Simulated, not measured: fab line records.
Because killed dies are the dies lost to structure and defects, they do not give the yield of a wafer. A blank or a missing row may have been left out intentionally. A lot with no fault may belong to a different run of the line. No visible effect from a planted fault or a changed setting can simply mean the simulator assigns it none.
Matching of chambers + flow nand-harc + NHARC_A_WL_FILL_STRIP_29 on rie-diel-05 has 4 sister chambers
The step strips in O2, time 20 s. 4 wafers are shown with their chamber, then 10 later ones without.

## WAFERS, EACH WITH ITS CHAMBER
| wafer  | chamber | drypump-motor-current-A (A) |
|--------|---------|-----------------------------|
| L084.2 | 2       | 5.73                        |
| L084.3 | 3       | 5.39                        |
| L086.1 | 1       | 5.42                        |
| L086.3 | 0       | 5.72                        |

## WAFERS WITHOUT THEIR CHAMBER
| wafer  | drypump-motor-current-A (A) |
|--------|-----------------------------|
| L086.4 | 5.74                        |
| L089.1 | 5.39                        |
| L089.4 | 5.80                        |
| L089.5 | 5.41                        |
| L093.1 | 5.78                        |
| L093.3 | 5.39                        |
| L093.6 | 5.33                        |
| L096.1 | 5.73                        |
| L096.2 | 5.43                        |
| L096.6 | 5.43                        |

## WHICH CHAMBER EACH ONE RAN IN
| wafer  | from the rows above     | in truth |
|--------|-------------------------|----------|
| L086.4 | can't be placed: 2 or 0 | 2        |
| L089.1 | can't be placed: 3 or 1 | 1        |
| L089.4 | can't be placed: 2 or 0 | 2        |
| L089.5 | can't be placed: 1 or 3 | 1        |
| L093.1 | can't be placed: 2 or 0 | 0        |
| L093.3 | can't be placed: 3 or 1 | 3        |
| L093.6 | can't be placed: 3 or 1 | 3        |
| L096.1 | can't be placed: 2 or 0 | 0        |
| L096.2 | can't be placed: 1 or 3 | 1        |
| L096.6 | can't be placed: 1 or 3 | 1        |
0 of 10 placed correctly. Not placeable from these rows: 10 (in 10, the candidates include the true chamber). Number placed wrongly: 0.
How it was worked out, from the rows above alone: a wafer's distance from a chamber is the root of the sum, over the readings, of the square of ((its reading less the chamber's mean) divided by the reading's scatter). The wafer belongs to the nearest chamber; if the next one is less than 2 further off, it can't be placed. The mean given for a chamber averages the wafers shown for that chamber. The scatter (one wafer shown for each chamber): square how far every hidden wafer sits from the nearest shown wafer, average those squares and take the square root.
